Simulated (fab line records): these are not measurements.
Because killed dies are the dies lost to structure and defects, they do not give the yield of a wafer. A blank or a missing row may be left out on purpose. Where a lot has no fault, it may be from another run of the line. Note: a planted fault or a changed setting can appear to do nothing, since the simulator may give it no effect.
Matching of chambers -- flow n5 finfet -- 4 sister chambers for N5_BEOL_M8_STRIP_36 on rie diel-01
The step strips in N2/H2. 8 wafers are shown with their chamber, then 8 later ones without.

WAFERS PAIRED WITH THEIR CHAMBERS
wafer,chamber,drypump motor current A (A),showerhead plenum p Torr (Torr)
L079.3,3,5.13,2.69
L083.3,3,5.12,2.69
L083.5,1,5.94,2.64
L083.6,0,6.22,2.52
L085.1,0,6.22,2.51
L085.2,2,6.18,2.56
L085.3,1,5.94,2.64
L085.4,2,6.18,2.56

WAFERS MISSING THEIR CHAMBER
wafer,drypump motor current A (A),showerhead plenum p Torr (Torr)
L085.5,5.94,2.64
L085.6,6.22,2.51
L091.2,6.20,2.56
L091.4,6.21,2.51
L091.6,5.93,2.63
L092.2,6.18,2.56
L092.5,5.12,2.68
L092.6,6.20,2.56

WHICH CHAMBER EACH ONE RAN IN
wafer,from the rows above,in truth
L085.5,1,1
L085.6,0,0
L091.2,2,2
L091.4,0,0
L091.6,1,1
L092.2,2,2
L092.5,3,3
L092.6,2,2
Correctly placed: 8 of 8. From these rows, 0 cannot be placed. Wrongly placed: 0.
How it was worked out, from the rows above alone: a wafer's distance from a chamber is the root of the sum, over the readings, of the square of ((its reading less the chamber's mean) divided by the reading's scatter). If the next closest chamber is less than 2 further off than the closest, the wafer can't be placed; otherwise it belongs to the closest. For every chamber, the mean is computed from those of its wafers that are shown. The scatter: take each reading less its chamber's mean, square it, sum over the shown wafers, divide by the number of wafers less the number of chambers, and take the root.
